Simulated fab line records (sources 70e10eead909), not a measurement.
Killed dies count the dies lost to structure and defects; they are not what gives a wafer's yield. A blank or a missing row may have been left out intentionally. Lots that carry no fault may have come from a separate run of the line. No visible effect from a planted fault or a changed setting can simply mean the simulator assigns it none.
fab line records	flow nand-harc	part 1 of 2: steps 1 to 29 of 37
record lots=5	wafers=15	last-day=32
route steps=1302 shown A_M0@1153 A_M1@1169
lots with no fault: from the same line, run without faults
start-h: the number of hours between the record's first day and the start of the first shown wafer of the lot	wait-h: hours since the lot's step before	" as in the row above	L1.1+2: several wafers, shown together as one row	- no value, or no start given	* or withheld: withheld	< > ~ a bound
route shown NAME@n: names a module that has steps shown in the file, with the first one's number in the route	usual: average and standard deviation across the fault-free wafers	same: alike in all rows	chamber/n: place in a boat	sites: per-site readings	_std_site: how widely they spread, as a standard deviation	_edge_site: outer sites' mean less inner sites'	radius-mm: for every site, how far away it sits from the centre of the wafer	mask NAME#n: copy n	behind: the tool/chamber that last shaped the wafer	hold: reason for holding the lot/hours on hold/outcome of the hold	device: whichever transistor did not switch (one of n, p or np)	end of line: tests run on the same wafers once the route is complete	a step given without rows: its recipe and nothing more	killed: dies that structure and defects cost at the first sort, which is not the same as the wafer's yield	map: per-die view of a wafer (x killed, . not killed, _ where there is no die)
set.NAME: setting as actually run; set.NAME@STEP: the setting as run at that earlier step	model.NAME: the simulator's own value behind a step, which no gauge read
lots seen at some steps along the route; tables by step, rows by wafer
services: the hour from which a tool's chamber was out of use, counted from the record's first day as start-h (under 0 if before that day), plus the number of hours and why
## steps
# step NHARC_A_M0_CD_MEAS_16
# usual cd-nm=80.1/0.63
lot.wafer	tool	chamber	start-h	wait-h	cd-nm
L074.1	cd-sem-02	-	527.79	-	80.3
L074.4	"	-	"	"	80.2
L074.5	"	-	"	"	80.0
L081.1	cd-sem-01	-	597.91	-	80.0
L081.3	"	-	"	"	80.4
L081.4	"	-	"	"	80.6
L092.2	cd-sem-03	-	705.63	-	80.4
L092.4	"	-	"	"	80.0
L092.5	"	-	"	"	80.8
L094.1	cd-sem-02	-	711.95	-	79.8
L094.2	"	-	"	"	80.5
L094.3	"	-	"	"	79.5
L093.1	cd-sem-02	-	713.63	-	80.6
L093.2	"	-	"	"	81.0
L093.4	"	-	"	"	79.3
# step NHARC_A_M0_STRIP_18
# recipe power-w=1000	n2-flow-sccm=150	h2-flow-sccm=150	ar-flow-sccm=0	bias-w=0	chemistry=N2/H2
# usual drypump-motor-current-A=5.7/0.33	oes-product-au=1.005/0.0077	rf-vpp-V=90.7/1.1	showerhead-plenum-p-Torr=2.03/0.12	throttle-valve-pct=14.172/0.0089
lot.wafer	tool	chamber	start-h	wait-h	drypump-motor-current-A	oes-product-au	rf-hours-counter-h	rf-vpp-V	showerhead-plenum-p-Torr	throttle-valve-pct
L074.1	rie-diel-09	2	527.89	0.1	5.7	1.013	1	90.6	2.12	14.176
L074.4	"	0	"	"	5.6	1.013	1	90.4	1.89	14.169
L074.5	"	1	"	"	6.0	1.014	-	89.2	1.93	14.173
L081.4	rie-diel-09	1	597.98	0.1	6.0	1.005	4	89.6	1.93	14.164
L081.1	"	2	"	"	5.6	1.014	6	91.7	2.12	14.172
L081.3	"	0	"	"	5.6	1.006	5	90.6	1.89	14.190
L092.2	rie-diel-02	2	705.70	0.1	5.3	1.019	10	90.9	1.95	14.158
L092.5	"	3	"	"	6.2	0.998	-	91.7	2.14	14.179
L092.4	"	0	"	"	5.6	1.009	-	91.2	2.08	14.180
L094.1	rie-diel-02	3	712.05	0.1	6.2	1.004	10	92.1	2.14	14.172
L094.2	"	0	"	"	5.6	1.000	11	90.6	2.08	14.163
L094.3	"	1	"	"	5.4	1.008	4	90.4	2.05	14.168
L093.4	rie-diel-09	0	713.71	0.1	5.5	1.006	2	90.6	1.89	14.175
L093.2	"	1	"	"	6.0	1.010	2	89.4	1.93	14.163
L093.1	"	2	"	"	5.6	1.007	2	90.7	2.12	14.170
# step NHARC_A_M0_STRIP_19
# recipe time-s=600	temp-c=30	chemistry=post-etch-residue-remover
# same time-s=600
lot.wafer	tool	chamber	start-h	wait-h
L074.5+4+1	wet-bench-09	6,7,0	528.15	-
L081.1+3+4	wet-bench-09	4,5,0	598.25	-
L092.4+5+2	wet-bench-02	5,7,1	706.02	-
L094.3+1+2	wet-bench-01	5,6,7	712.30	-
L093.1+4+2	wet-bench-09	6,7,1	713.98	-
# step NHARC_A_M0_DEGAS_28
# recipe temp-c=250	time-s=60
# usual heater-power-w=324/33
# same time-s=60
lot.wafer	tool	chamber	start-h	wait-h	heater-power-w
L074.1	pvd-sputter-02	-	528.41	-	272
L074.4	"	-	"	"	339
L074.5	"	-	"	"	340
L081.4	pvd-sputter-01	-	598.52	-	306
L081.3	"	-	"	"	302
L081.1	"	-	"	"	363
L092.2	pvd-sputter-02	-	706.30	-	349
L092.4	"	-	"	"	269
L092.5	"	-	"	"	343
L094.2	pvd-sputter-02	-	712.57	-	354
L094.1	"	-	"	"	308
L094.3	"	-	"	"	370
L093.2	pvd-sputter-01	-	714.25	-	311
L093.4	"	-	"	"	361
L093.1	"	-	"	"	337
# step NHARC_A_M0_PRE_CLEAN_29
# recipe time-s=30	temp-c=280	gas=H2/He
# usual heater-power-w=396/40
# same time-s=30
lot.wafer	tool	chamber	start-h	wait-h	heater-power-w
L074.4	pvd-sputter-02	-	-	-	417
L074.1	"	-	"	"	334
L074.5	"	-	"	"	416
L081.1	pvd-sputter-01	-	-	-	409
L081.4	"	-	"	"	373
L081.3	"	-	"	"	451
L092.2	pvd-sputter-02	-	-	-	328
L092.4	"	-	"	"	395
L092.5	"	-	"	"	425
L094.3	pvd-sputter-02	-	-	-	325
L094.2	"	-	"	"	377
L094.1	"	-	"	"	456
L093.4	pvd-sputter-01	-	-	-	442
L093.2	"	-	"	"	379
L093.1	"	-	"	"	410
# step NHARC_A_M0_PVD_20
# recipe target-thk-a=50	bias-v=168.6	power-w=15000	chamber-pressure-pa=0.12	time-s=8.06	substrate-temp-c=50	material=TaN
# usual throttle-valve-pct=30.3/1.3
# same time-s=8.06
lot.wafer	tool	chamber	start-h	wait-h	throttle-valve-pct
L074.1	pvd-sputter-02	-	-	-	28.1
L074.4	"	-	"	"	29.8
L074.5	"	-	"	"	32.2
L081.4	pvd-sputter-01	-	-	-	28.5
L081.1	"	-	"	"	30.1
L081.3	"	-	"	"	30.3
L092.2	pvd-sputter-02	-	-	-	29.9
L092.4	"	-	"	"	31.5
L092.5	"	-	"	"	31.8
L094.1	pvd-sputter-02	-	-	-	29.8
L094.3	"	-	"	"	31.6
L094.2	"	-	"	"	28.7
L093.2	pvd-sputter-01	-	-	-	29.8
L093.1	"	-	"	"	28.2
L093.4	"	-	"	"	30.1
# step NHARC_A_M0_PVD_21
# recipe target-thk-a=300	chamber-pressure-pa=5	power-w=5000	substrate-temp-c=30	time-s=20.49	material=Cu
# usual throttle-valve-pct=30.2/1.3
# same time-s=20.49
lot.wafer	tool	chamber	start-h	wait-h	throttle-valve-pct
L074.1	pvd-sputter-01	-	528.65	-	29.5
L074.4	"	-	"	"	29.6
L074.5	"	-	"	"	30.6
L081.1	pvd-sputter-01	-	-	-	30.1
L081.4	"	-	"	"	30.0
L081.3	"	-	"	"	30.2
L092.2	pvd-sputter-02	-	-	-	28.9
L092.4	"	-	"	"	31.6
L092.5	"	-	"	"	29.1
L094.2	pvd-sputter-02	-	-	-	32.0
L094.3	"	-	"	"	28.7
L094.1	"	-	"	"	30.1
L093.2	pvd-sputter-01	-	-	-	30.1
L093.1	"	-	"	"	30.0
L093.4	"	-	"	"	28.3
# step NHARC_A_M0_ECD_22
# recipe target-thk-a=4000	bath-temp-c=25	material=Cu
lot.wafer	tool	chamber	start-h	wait-h
L074.1+4+5	ecd-cu-02	0	528.79	-
L081.1+4+3	ecd-cu-01	0,1,0	598.93	-
L092.2+4+5	ecd-cu-02	0	706.73	-
L094.2+1+3	ecd-cu-02	1,0,0	712.93	-
L093.1+2+4	ecd-cu-01	1,0,1	714.62	-
# step NHARC_A_M0_ANNEAL_30
# recipe temp-c=225	time-s=90
# usual wafer_temp_C_max=226.3/0.33
# same time-s=90
lot.wafer	tool	chamber	start-h	wait-h	wafer_temp_C_max
L074.1	rtp-anneal-02	0	529.16	-	226.1
L074.4	"	0	"	"	227.1
L074.5	"	0	"	"	226.1
L081.1	rtp-anneal-02	0	599.26	-	226.6
L081.3	"	0	"	"	226.0
L081.4	"	0	"	"	226.5
L092.2	rtp-anneal-02	0	707.27	-	226.6
L092.4	"	0	"	"	226.7
L092.5	"	0	"	"	226.2
L094.1	rtp-anneal-02	0	713.30	-	226.5
L094.2	"	0	"	"	227.1
L094.3	"	0	"	"	226.6
L093.1	rtp-anneal-01	0	715.00	0.3	225.6
L093.2	"	0	"	"	226.6
L093.4	"	0	"	"	226.3
# step NHARC_A_M0_CMP_23
# recipe t-overpolish-s=20	target-thk-nm=113.75
# usual motor-current-A=12.2/0.86	retaining-ring-pressure-frac=1.000/0.0048	time-to-endpoint-s=29.0/2
# same t-overpolish-s=20
lot.wafer	tool	chamber	start-h	wait-h	motor-current-A	retaining-ring-pressure-frac	time-to-endpoint-s
L074.1	cmp-01	0	529.56	-	12.6	0.995	28.9
L074.4	"	1	"	"	13.7	0.992	30.6
L074.5	"	2	"	"	13.1	0.997	29.7
L081.3	cmp-01	3	599.60	-	13.2	1.001	30.5
L081.4	"	0	"	"	13.2	0.997	32.7
L081.1	"	2	"	"	13.1	0.989	30.7
L092.2	cmp-04	3	707.56	-	11.6	1.006	30.0
L092.4	"	1	"	"	12.0	0.993	30.5
L092.5	"	3	"	"	11.4	1.008	34.5
L094.3	cmp-02	3	713.68	-	11.3	1.000	30.9
L094.2	"	0	"	"	12.8	0.997	28.0
L094.1	"	1	"	"	11.5	0.997	27.4
L093.4	cmp-02	2	715.34	-	11.1	1.003	25.0
L093.2	"	3	"	"	11.7	0.998	26.3
L093.1	"	1	"	"	11.8	0.999	25.8
# step NHARC_A_M0_THK_MEAS_24
# recipe thk-meas-gauge=xrf
# usual thk-nm=113.7/1.6
lot.wafer	tool	chamber	start-h	wait-h	thk-nm
L074.1	film-metro-01	-	529.81	-	111.0
L074.4	"	-	"	"	112.1
L074.5	"	-	"	"	115.4
L081.1	film-metro-01	-	599.91	-	113.5
L081.3	"	-	"	"	112.7
L081.4	"	-	"	"	113.8
L092.2	film-metro-01	-	707.88	-	114.2
L092.4	"	-	"	"	114.9
L092.5	"	-	"	"	112.4
L094.1	film-metro-02	-	713.97	-	111.7
L094.2	"	-	"	"	112.9
L094.3	"	-	"	"	114.2
L093.1	film-metro-01	-	715.66	-	111.8
L093.2	"	-	"	"	115.4
L093.4	"	-	"	"	113.1
# step NHARC_A_M0_SRD_25
lot.wafer	tool	chamber	start-h	wait-h
L074.1+5+4	wet-bench-10	0,2,4	529.85	0.0
L081.3+1+4	wet-bench-08	7,1,2	599.96	0.0
L092.2+4+5	wet-bench-10	0,2,3	707.93	0.0
L094.2+1+3	wet-bench-08	4,6,7	714.01	0.0
L093.4+1+2	wet-bench-10	6,7,0	715.70	0.0
# step NHARC_A_M0_INSPECT_27
# usual raw-defect-count=527/120
lot.wafer	tool	chamber	start-h	wait-h	raw-defect-count
L074.1	defect-inspect-02	-	530.00	0.0	451
L074.4	"	-	"	"	324
L074.5	"	-	"	"	439
L081.1	defect-inspect-01	-	600.07	0.0	561
L081.3	"	-	"	"	772
L081.4	"	-	"	"	476
L092.2	defect-inspect-02	-	708.03	0.0	426
L092.4	"	-	"	"	450
L092.5	"	-	"	"	400
L094.1	defect-inspect-01	-	714.12	0.0	385
L094.2	"	-	"	"	501
L094.3	"	-	"	"	446
L093.1	defect-inspect-02	-	715.81	0.0	563
L093.2	"	-	"	"	473
L093.4	"	-	"	"	651
# step NHARC_A_M0_PRE_CLEAN_31
# recipe time-s=12	temp-c=370	rf-power-w=300	gas=NH3
# usual heater-power-w=692/98
# same time-s=12
lot.wafer	tool	chamber	start-h	wait-h	heater-power-w	since-wet-clean-h
L074.1	pecvd-02	2	530.08	0.1	719	109
L074.5	"	1	"	"	656	-
L074.4	"	0	"	"	841	-
L081.1	pecvd-04	2	600.14	0.1	703	136
L081.3	"	1	"	"	625	136
L081.4	"	0	"	"	765	-
L092.2	pecvd-01	1	708.12	0.1	657	22
L092.4	"	0	"	"	866	-
L092.5	"	2	"	"	502	-
L094.2	pecvd-01	0	714.19	0.1	818	28
L094.1	"	1	"	"	620	28
L094.3	"	2	"	"	567	28
L093.1	pecvd-02	0	715.88	0.1	801	114
L093.2	"	2	"	"	674	114
L093.4	"	2	"	"	664	-
# step NHARC_A_M0_DEP_32
# recipe target-thk-a=300	temp-c=370	target-thk-nm=30	pressure-torr=3	flow-sccm=200	rf-w=450	material=SiCN
# usual heater-power-w=642/87
lot.wafer	tool	chamber	start-h	wait-h	heater-power-w	since-wet-clean-h
L074.1	pecvd-02	2	530.19	0.1	638	109
L074.5	"	1	"	"	538	-
L074.4	"	0	"	"	733	-
L081.1	pecvd-04	2	600.22	0.1	615	137
L081.3	"	1	"	"	679	137
L081.4	"	0	"	"	692	-
L092.2	pecvd-01	1	708.23	0.1	633	22
L092.4	"	0	"	"	712	-
L092.5	"	2	"	"	501	-
L094.2	pecvd-01	0	714.27	0.1	808	28
L094.1	"	1	"	"	575	28
L094.3	"	2	"	"	523	28
L093.1	pecvd-02	0	715.96	0.1	738	114
L093.2	"	2	"	"	564	114
L093.4	"	2	"	"	570	-
# step NHARC_A_M1_DEP_00
# recipe target-thk-a=1825	target-thk-nm=182.5	temp-c=withheld	pressure-torr=5	flow-sccm=200	rf-w=600	material=SiOC
lot.wafer	tool	chamber	start-h	wait-h	since-wet-clean-h
L074.1	pecvd-01	1	530.60	-	25
L074.5	"	0	"	"	-
L074.4	"	1	"	"	-
L081.1	pecvd-01	0	600.63	-	95
L081.3	"	1	"	"	95
L081.4	"	2	"	"	-
L092.2	pecvd-02	2	708.69	-	107
L092.4	"	0	"	"	-
L092.5	"	1	"	"	-
L094.1	pecvd-02	2	714.69	-	113
L094.3	"	0	"	"	113
L094.2	"	1	"	"	113
L093.2	pecvd-02	0	-	-	114
L093.1	"	2	"	"	114
L093.4	"	2	"	"	-
# step NHARC_A_M1_DEHYDRATE_01
# recipe temp-c=150	time-s=120
# same time-s=120
lot.wafer	tool	chamber	start-h	wait-h
L074.1+4+5	litho-track-01	0	530.96	-
L081.1+3+4	litho-track-01	0	601.03	-
L092.2+4+5	litho-track-01	0	709.00	-
L094.1+2+3	litho-track-04	0	715.10	-
L093.1+2+4	litho-track-01	0	716.89	-
# step NHARC_A_M1_HMDS_02
# recipe time-s=30
# same time-s=30
lot.wafer	tool	chamber	start-h	wait-h
L074.1+4+5	litho-track-01	0	-	-
L081.1+3+4	litho-track-01	0	-	-
L092.2+4+5	litho-track-01	0	-	-
L094.1+2+3	litho-track-04	0	-	-
L093.1+2+4	litho-track-01	0	-	-
# step NHARC_A_M1_COAT_34
# recipe temp-c=200	time-s=65
# same time-s=65
lot.wafer	tool	chamber	start-h	wait-h
L074.1+4+5	litho-track-01	0	-	-
L081.1+3+4	litho-track-01	0	-	-
L092.2+4+5	litho-track-01	0	-	-
L094.1+2+3	litho-track-04	0	-	-
L093.1+2+4	litho-track-01	0	-	-
# step NHARC_A_M1_COAT_03
# recipe spin-rpm=1500	resist-thk-nm=90
lot.wafer	tool	chamber	start-h	wait-h
L074.1+4+5	litho-track-01	0	-	-
L081.1+3+4	litho-track-01	0	-	-
L092.2+4+5	litho-track-01	0	-	-
L094.1+2+3	litho-track-04	0	-	-
L093.1+2+4	litho-track-01	0	-	-
# step NHARC_A_M1_SOFTBAKE_04
# recipe temp-c=105	time-s=55
# same time-s=55
lot.wafer	tool	chamber	start-h	wait-h
L074.1+4+5	litho-track-01	0	-	-
L081.1+3+4	litho-track-01	0	-	-
L092.2+4+5	litho-track-01	0	-	-
L094.1+2+3	litho-track-04	0	-	-
L093.1+2+4	litho-track-01	0	-	-
# step NHARC_A_M1_EBR_05
lot.wafer	tool	chamber	start-h	wait-h
L074.1+4+5	litho-track-01	0	-	-
L081.1+3+4	litho-track-01	0	-	-
L092.2+4+5	litho-track-01	0	-	-
L094.1+2+3	litho-track-04	0	-	-
L093.1+2+4	litho-track-01	0	-	-
# step NHARC_A_M1_EXPOSE_06
# recipe na=1.35	target-cd-nm=120	dose-mj=75.13	mask-id=A_M1
# usual reticle-temp-C=23.00/0.12
lot.wafer	tool	chamber	start-h	wait-h	mask	reticle-temp-C
L074.1	arfi-scanner-02	0	531.25	-	A_M1#0	23.20
L074.4	"	0	"	"	A_M1#0	23.09
L074.5	"	0	"	"	A_M1#0	23.07
L081.1	arfi-scanner-01	0	601.32	-	A_M1#0	23.04
L081.3	"	0	"	"	A_M1#0	22.97
L081.4	"	0	"	"	A_M1#0	23.06
L092.2	arfi-scanner-01	0	709.17	-	A_M1#0	22.86
L092.4	"	0	"	"	A_M1#0	23.03
L092.5	"	0	"	"	A_M1#0	22.97
L094.1	arfi-scanner-01	0	715.26	-	A_M1#0	22.90
L094.2	"	0	"	"	A_M1#0	23.06
L094.3	"	0	"	"	A_M1#0	22.95
L093.1	arfi-scanner-03	0	717.17	-	A_M1#0	22.97
L093.2	"	0	"	"	A_M1#0	22.77
L093.4	"	0	"	"	A_M1#0	22.95
# step NHARC_A_M1_PEB_07
# recipe peb-temp-c=100	peb-time-s=65
lot.wafer	tool	chamber	start-h	wait-h
L074.1+4+5	litho-track-04	0	531.31	0.1
L081.1+3+4	litho-track-06	0	601.38	0.1
L092.2+4+5	litho-track-04	0	709.22	0.1
L094.1+2+3	litho-track-06	0	715.32	0.1
L093.1+2+4	litho-track-06	0	717.23	0.1
# step NHARC_A_M1_DEVELOP_08
# recipe develop-time-s=35	dev-temp-c=23
lot.wafer	tool	chamber	start-h	wait-h
L074.1+4+5	litho-track-04	0	-	-
L081.1+3+4	litho-track-06	0	-	-
L092.2+4+5	litho-track-04	0	-	-
L094.1+2+3	litho-track-06	0	-	-
L093.1+2+4	litho-track-06	0	-	-
# step NHARC_A_M1_CD_MEAS_09
# recipe target-cd-nm=120	landing-energy-ev=500
# usual cd-nm=119.9/0.51
lot.wafer	tool	chamber	start-h	wait-h	cd-nm
L074.1	cd-sem-01	0	531.39	-	119.9
L074.4	"	0	"	"	121.0
L074.5	"	0	"	"	119.6
L081.1	cd-sem-03	0	601.46	-	119.7
L081.3	"	0	"	"	120.6
L081.4	"	0	"	"	119.9
L092.2	cd-sem-03	0	709.30	-	119.5
L092.4	"	0	"	"	119.9
L092.5	"	0	"	"	119.8
L094.1	cd-sem-03	0	715.40	-	119.3
L094.2	"	0	"	"	120.5
L094.3	"	0	"	"	119.7
L093.1	cd-sem-01	0	717.31	-	120.0
L093.2	"	0	"	"	119.9
L093.4	"	0	"	"	120.0
# step NHARC_A_M1_OVL_MEAS_10
# recipe pitch-nm=240
# usual overlay-x-nm=0.0/0.85	overlay-y-nm=0.3/0.87
lot.wafer	tool	chamber	start-h	wait-h	overlay-x-nm	overlay-y-nm
L074.1	overlay-01	-	531.48	-	-1.1	1.7
L074.4	"	-	"	"	-1.1	0.8
L074.5	"	-	"	"	-1.4	0.8
L081.1	overlay-01	-	601.55	-	0.0	-0.6
L081.3	"	-	"	"	0.1	-0.2
L081.4	"	-	"	"	-0.1	-1.1
L092.2	overlay-01	-	709.39	-	0.5	0.7
L092.4	"	-	"	"	0.2	0.6
L092.5	"	-	"	"	0.7	1.0
L094.1	overlay-02	-	715.49	-	-0.2	-0.3
L094.2	"	-	"	"	0.0	-0.6
L094.3	"	-	"	"	0.2	-0.5
L093.1	overlay-02	-	717.40	-	0.0	0.1
L093.2	"	-	"	"	0.8	-0.1
L093.4	"	-	"	"	0.6	-0.1
# step NHARC_A_M1_INSPECT_11
# usual raw-defect-count=87/38
lot.wafer	tool	chamber	start-h	wait-h	raw-defect-count
L074.1	defect-inspect-02	-	531.52	0.0	74
L074.4	"	-	"	"	60
L074.5	"	-	"	"	60
L081.1	defect-inspect-02	-	601.58	0.0	84
L081.3	"	-	"	"	71
L081.4	"	-	"	"	88
L092.2	defect-inspect-02	-	709.43	0.0	68
L092.4	"	-	"	"	73
L092.5	"	-	"	"	69
L094.1	defect-inspect-01	-	715.52	0.0	59
L094.2	"	-	"	"	91
L094.3	"	-	"	"	59
L093.1	defect-inspect-02	-	717.44	0.0	68
L093.2	"	-	"	"	75
L093.4	"	-	"	"	71
# step NHARC_A_M1_DESCUM_14
# recipe time-s=3	o2-flow-sccm=200	ar-flow-sccm=0	bias-power-w=0	chemistry=O2
# usual drypump-motor-current-A=5.5/0.41	oes-product-au=1.000/0.0069	rf-vpp-V=57.7/0.85	showerhead-plenum-p-Torr=1.88/0.086	throttle-valve-pct=11.310/0.0088
# same time-s=3
lot.wafer	tool	chamber	start-h	wait-h	drypump-motor-current-A	oes-product-au	rf-hours-counter-h	rf-vpp-V	showerhead-plenum-p-Torr	throttle-valve-pct
L074.4	rie-diel-11	0	531.58	0.1	6.1	1.004	3.2	59.7	1.84	11.308
L074.1	"	3	"	"	6.2	0.999	3.0	55.8	1.82	11.313
L074.5	"	0	"	"	6.1	0.996	-	58.2	1.84	11.296
L081.4	rie-diel-06	3	601.64	0.1	6.1	1.004	2.8	58.1	1.87	11.317
L081.1	"	0	"	"	5.1	1.012	2.7	58.4	2.06	11.301
L081.3	"	2	"	"	5.3	1.018	2.7	58.8	1.88	11.321
L092.4	rie-diel-11	2	709.50	0.1	4.9	1.000	4.8	57.1	1.81	11.313
L092.2	"	0	"	"	6.1	1.006	4.6	58.0	1.83	11.301
L092.5	"	1	"	"	5.3	0.996	-	56.4	2.02	11.323
L094.3	rie-diel-11	1	715.58	0.1	5.3	1.001	5.4	57.1	2.02	11.308
L094.2	"	2	"	"	4.9	1.001	4.9	58.7	1.81	11.301
L094.1	"	3	"	"	6.2	1.010	5.1	58.1	1.82	11.306
L093.2	rie-diel-13	0	717.51	0.1	5.1	1.001	0.9	58.4	1.81	11.308
L093.4	"	1	"	"	5.4	1.011	0.6	58.0	1.79	11.303
L093.1	"	2	"	"	5.8	0.994	0.7	58.3	1.93	11.314
